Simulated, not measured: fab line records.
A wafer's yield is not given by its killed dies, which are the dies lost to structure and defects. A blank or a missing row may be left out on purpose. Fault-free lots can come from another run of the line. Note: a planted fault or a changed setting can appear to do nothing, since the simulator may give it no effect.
8D (eight disciplines) problem report, filled in by code :: flow n5-finfet :: the parts of the form that need people (team, actions taken, sign-off) are left out

1. PROBLEM STATEMENT
Mean of killed_at_M4_up at N5_PASSIVATION_PROBE_49: 122 across 2 wafers in 2 lots; on wafers with no fault it is 13 (standard deviation 5.6). That puts it +19 standard deviations away from the usual mean.
First seen on wafer L827.3, day 13 20:24, on prober-01. The record has a number at this step for 15 wafers belonging to 6 lots. Rule for "out" (also "out of limits"): further than 4 standard deviations from the usual mean. The rest of the wafers with a number are treated as sound.

2. WHAT THIS IS AND IS NOT
question: which readings at this step
is: killed_at_M4_up, defect-limited-yield, killed-dies, sort_bin_5_function, sort-n-pass, sort-yield-pct
is not: killed_at_M0_to_M3, killed-at-contacts, killed-at-front-end, killed-open, killed-short

question: which lots
is: L827, L828
is not: L833, L835, L840, L844

question: which wafers of those lots
is: L827.3, L828.5
is not: L827.2, L827.5, L828.1, L828.6

question: read on which tools
is: prober-01
is not: prober-02

question: when
is: from day 13 20:24
is not: up to then (1 sound wafer); but 12 sound wafers of L827, L828, L833, L835, L840, L844 came after

3. SUSPECTS, AND WHAT RULES EACH OUT
Counting: any tool at a process step up to the reading remains a suspect provided it ran every lot that is out. Sound lots after the first of them don't rule it out here, since some wafers of a struck lot are sound.
- rie-diel-01 at N5_BEOL_M12_TRENCH_ETCH_34 (etches SiOC in C4F8/O2/Ar, target depth 318.95 nm, time 125.5 s): kept. It ran every lot that is out, first L828 (day 11 21:19).
- prober-01 at N5_PASSIVATION_PROBE_49: kept. It ran every lot that is out, first L827 (day 13 20:21). Its own defect-limited-yield, killed_at_M4_up, killed-dies, sort_bin_5_function, sort-n-pass, sort-yield-pct readings are out on those wafers.
- Within rie-diel-01 at N5_BEOL_M12_TRENCH_ETCH_34: the wafers that are out ran in chamber 3; their sound lot-mates ran in chambers 1, 2.
The count leaves prober-01 at N5_PASSIVATION_PROBE_49 and rie-diel-01 at N5_BEOL_M12_TRENCH_ETCH_34.

4. THE CAUSE (what the simulator had put in)
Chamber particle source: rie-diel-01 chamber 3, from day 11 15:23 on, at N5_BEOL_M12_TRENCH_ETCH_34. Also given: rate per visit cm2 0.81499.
This tool is one of the 2 suspects left after counting.

5. THE EFFECT CHAIN, in route order
One row per reading whose mean, taken over the struck wafers that have a number, lies over 3 standard deviations from the usual. Only readings whose record carries a usual standard deviation are examined. hours: median over the lots of the time between each lot's start at the first step of this table that gives one and its start at this step. sigmas: the change, counted in usual standard deviations.
hours: 0
step: N5_PASSIVATION_PROBE_49
reading: defect-limited-yield
usual: 91.5 %
on struck wafers: 81.6
change: -9.9
sigmas: -6.2

hours: 0
step: N5_PASSIVATION_PROBE_49
reading: killed_at_M4_up
usual: 13
on struck wafers: 122
change: +108
sigmas: +19

hours: 0
step: N5_PASSIVATION_PROBE_49
reading: killed-dies
usual: 101
on struck wafers: 218
change: +116
sigmas: +6.1

hours: 0
step: N5_PASSIVATION_PROBE_49
reading: sort_bin_5_function
usual: 5.0 %
on struck wafers: 11.4
change: +6.4
sigmas: +6.4

hours: 0
step: N5_PASSIVATION_PROBE_49
reading: sort-n-pass
usual: 1079
on struck wafers: 962
change: -116
sigmas: -6.1

hours: 0
step: N5_PASSIVATION_PROBE_49
reading: sort-yield-pct
usual: 91.5 %
on struck wafers: 81.6
change: -9.9
sigmas: -6.2
Its process steps:
- N5_PASSIVATION_PROBE_49

6. HOW IT WOULD HAVE BEEN CAUGHT EARLIER
First out-of-limits reading in this record: day 13 20:24, which is 53 hours after fault onset at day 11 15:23.
Of the tool readings at N5_BEOL_M12_TRENCH_ETCH_34 for which the record gives a usual standard deviation, none was out on any struck wafer, so an alarm limit of 4 standard deviations on them would not have fired.
The start of N5_BEOL_M12_TRENCH_ETCH_34 on rie-diel-01 came by day 13 20:24 for every one of the lots that are out (2). None of them would have been spared by holding the tool at that moment.
